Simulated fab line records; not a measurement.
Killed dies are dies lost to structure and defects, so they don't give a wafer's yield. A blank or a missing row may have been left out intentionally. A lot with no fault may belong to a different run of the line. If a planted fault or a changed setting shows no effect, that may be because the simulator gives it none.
Which of the tools did it?    flow nand-harc    Sampling: 7 lots, 21 wafers, 2 of 1302 route steps

== WHAT EACH GAUGE READ, for each wafer ==
NHARC_A_ONON_D1_THK_MEAS_21: measures by ellipsometry.
lot   measured      on             thk-nm (nm)
L965  day 8 09:24   film-metro-01  1013 1014 1014
L968  day 9 12:18   film-metro-01  993 994 994
L970  day 10 12:59  film-metro-02  1001 1000 1000
L974  day 11 14:24  film-metro-02  1000 1002 1001
L977  day 13 00:13  film-metro-02  1001 1002 1002
L980  day 14 10:33  film-metro-01  1001 1002 1160
L987  day 17 12:34  film-metro-01  1006 1006 1006

== EACH LOT AND THE TOOL THAT RAN IT (in order: tool; ch and the chambers of the sampled wafers; start) ==
lot   NHARC_A_ONON_D1_DEP_19
L965  pecvd-onon-04 ch 0, day 8 09:00
L968  pecvd-onon-03 ch 0, day 9 11:47
L970  pecvd-onon-02 ch 0, day 10 12:32
L974  pecvd-onon-02 ch 0, day 11 13:53
L977  pecvd-onon-03 ch 0, day 12 23:46
L980  pecvd-onon-03 ch 0, day 14 10:02
L987  pecvd-onon-02 ch 0, day 17 12:02
- NHARC_A_ONON_D1_DEP_19: target thk 1000 nm.

== THE ANSWER, worked out from the rows above alone ==
Rule: the lots themselves supply what counts as usual. Put in order of their means at a reading, lots are off if they are a third of the lots or fewer, leave a main group of 4 or more, and stand apart from it by a gap of 3 or more times the standard deviation of the main group's means; of several such gaps the widest counts. A main group whose means are all the same, to the digits that the tables above print for the reading, isn't used. Also off: a lot with no number at a reading for which 4 or more lots have one. All remaining lots with rows at the step are treated as sound.
Off: L980, at NHARC_A_ONON_D1_THK_MEAS_21 (thk-nm). The main group: mean 1003 nm, standard deviation 6.1.
A tool fits if, at a process step before that reading, it ran every lot that is off, and no sound lot after the first of them. Gauges at NHARC_A_ONON_D1_THK_MEAS_21: tried the same way as those tools. One fits: pecvd-onon-03 at NHARC_A_ONON_D1_DEP_19. A fault onset in the window from L977 (day 12 23:46, its last sound lot) to L980 (day 14 10:02, its first lot off) fits.

== WHAT THE SIMULATOR PUT IN ==
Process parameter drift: pecvd-onon-03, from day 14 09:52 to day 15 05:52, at NHARC_A_ONON_D1_DEP_19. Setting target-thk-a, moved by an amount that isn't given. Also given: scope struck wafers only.
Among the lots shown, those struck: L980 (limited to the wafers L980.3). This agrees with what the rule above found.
